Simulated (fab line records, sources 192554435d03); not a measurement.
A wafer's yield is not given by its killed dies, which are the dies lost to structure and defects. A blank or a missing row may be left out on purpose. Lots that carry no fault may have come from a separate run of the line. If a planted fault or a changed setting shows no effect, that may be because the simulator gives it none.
Split-lot trial | flow n5Finfet | route with 1938 steps; 7 lots, 21 wafers read

== ON THE SPLIT ==
At N5_BEOL_M7_ILD_DEP_00 (deposits SiCOH lowk from DEMS/porogen, target thk 179.75 nm, time 33.4 s), the setting timeS was moved away from the recipe's 33.4 s on 4 of the 21 wafers read, by +5.1% to +9.2%. For the rest of the wafers, this setting stayed at what the recipe calls for.

== SPLIT TO READING: what lies between them in the file, 1 step ==
- N5_BEOL_M7_CURE_74: cures SiCOH lowk, time 240 s

== THE READING ==
M7_ILD_THK in nanometres, read at N5_BEOL_M7_THK_MEAS_01. On this fab line, fault-free wafers typically give 155.8 nm with a standard deviation of 2.2 nm.

wafer  | tool, chamber at the split | timeS as run, s | against the recipe | M7_ILD_THK, nm | against lot-mates on the recipe
L075.1 | pecvd-04, 0                | 33.4            | recipe             | 155.9          | -
L075.5 | pecvd-04, 0                | 33.4            | recipe             | 159.3          | -
L075.6 | pecvd-04, 1                | 33.4            | recipe             | 154.6          | -
L080.1 | pecvd-04, 0                | 33.4            | recipe             | 151.9          | -
L080.3 | pecvd-04, 2                | 33.4            | recipe             | 153.6          | -
L080.4 | pecvd-04, 1                | 33.4            | recipe             | 158.5          | -
L083.2 | pecvd-02, 2                | 33.4            | recipe             | 153.0          | -
L083.3 | pecvd-02, 0                | 36.47           | +9.2%              | 166.1          | +13.1
L083.5 | pecvd-02, 0                | 36.47           | +9.2%              | 168.9          | +15.9
L081.1 | pecvd-02, 2                | 33.4            | recipe             | 154.3          | -
L081.5 | pecvd-02, 1,2              | 33.4            | recipe             | 159.3          | -
L081.6 | pecvd-02, 1,2              | 33.4            | recipe             | 159.5          | -
L085.1 | pecvd-02, 2                | 35.09           | +5.1%              | 161.0          | +6.2
L085.3 | pecvd-02, 1                | 35.09           | +5.1%              | 162.6          | +7.8
L085.6 | pecvd-02, 0                | 33.4            | recipe             | 154.8          | -
L088.1 | pecvd-04, 1                | 33.4            | recipe             | 150.2          | -
L088.2 | pecvd-04, 2                | 33.4            | recipe             | 152.4          | -
L088.3 | pecvd-04, 0                | 33.4            | recipe             | 153.3          | -
L097.1 | pecvd-04, 2                | 33.4            | recipe             | 153.1          | -
L097.5 | pecvd-04, 2                | 33.4            | recipe             | 155.4          | -
L097.6 | pecvd-04, 1                | 33.4            | recipe             | 154.1          | -
The file does not say which wafer passed through which chamber wherever a row lists several chambers: such a row stands for several wafers.

FIT RESULTS
A straight line over all 21 wafers: M7_ILD_THK changes by +1.37 nm for each +1% of timeS; r = +0.85; the points scatter about the line by 2.6 nm.
The same after taking each lot's own level away (the mean of its wafers on the recipe; 21 wafers): +1.54 nm for each +1%; r = +0.93; scatter 1.9 nm.
According to that fit, moving timeS by its largest amount changes the reading by 14 nm.
Measured against the standard deviation above, the lots' own levels, which go from 151.97 to 157.70 nm, span 2.6 times it.
Thus the slope moves with the lot-to-lot level: the two fits are different.
Check: for one of the wafers moved furthest among these (+9.2%), held out of the fit, the line's prediction against its lot-mates is +14.7 nm. Against them it came out at +13.1 nm.

== OTHER SPLITS ON THESE WAFERS ==
Other splits were also applied to these wafers ahead of the reading. Each is held against what the fit with the lots' levels taken away leaves over:
other split on the same wafers | wafers away from the commonest value | r with M7_ILD_THK (lot level and that fit taken away)
N5_BEOL_M1_COAT_76 timeS       | 4                                    | +0.09
N5_BEOL_M2_PECVD_72 timeS      | 4                                    | +0.31
N5_BEOL_M5_COAT_66 spinRpm     | 8                                    | -0.09
N5_BEOL_M5_COAT_74 tempC       | 6                                    | -0.05
N5_BEOL_M5_SPUTTER_83 timeS    | 10                                   | -0.19

== THE WHOLE CHAIN: every reading that the file lists as answering this split, in the file's order ==
step                   | what it does                                                             | reading                                                                                 | change (the file's fit)              | r (the file's)
N5_BEOL_M7_ILD_DEP_00  | deposits SiCOH lowk from DEMS/porogen, target thk 179.75 nm, time 33.4 s | SiCOH_lowk_of_BEOL_M7_ILD_DEP_00.thkNm (the simulator's own value, which no gauge read) | +1.75 nm for each +1% of the setting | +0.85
N5_BEOL_M7_CURE_74     | cures SiCOH lowk, time 240 s                                             | SiCOH_lowk_of_BEOL_M7_ILD_DEP_00.thkNm (the simulator's own value, which no gauge read) | +1.52 nm for each +1% of the setting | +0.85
N5_BEOL_M7_THK_MEAS_01 |                                                                          | M7_ILD_THK                                                                              | +1.53 for each +1% of the setting    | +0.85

== FILE'S OWN FIT ==
M7_ILD_THK changes by +1.53 nm for each +1% of timeS, r = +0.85.
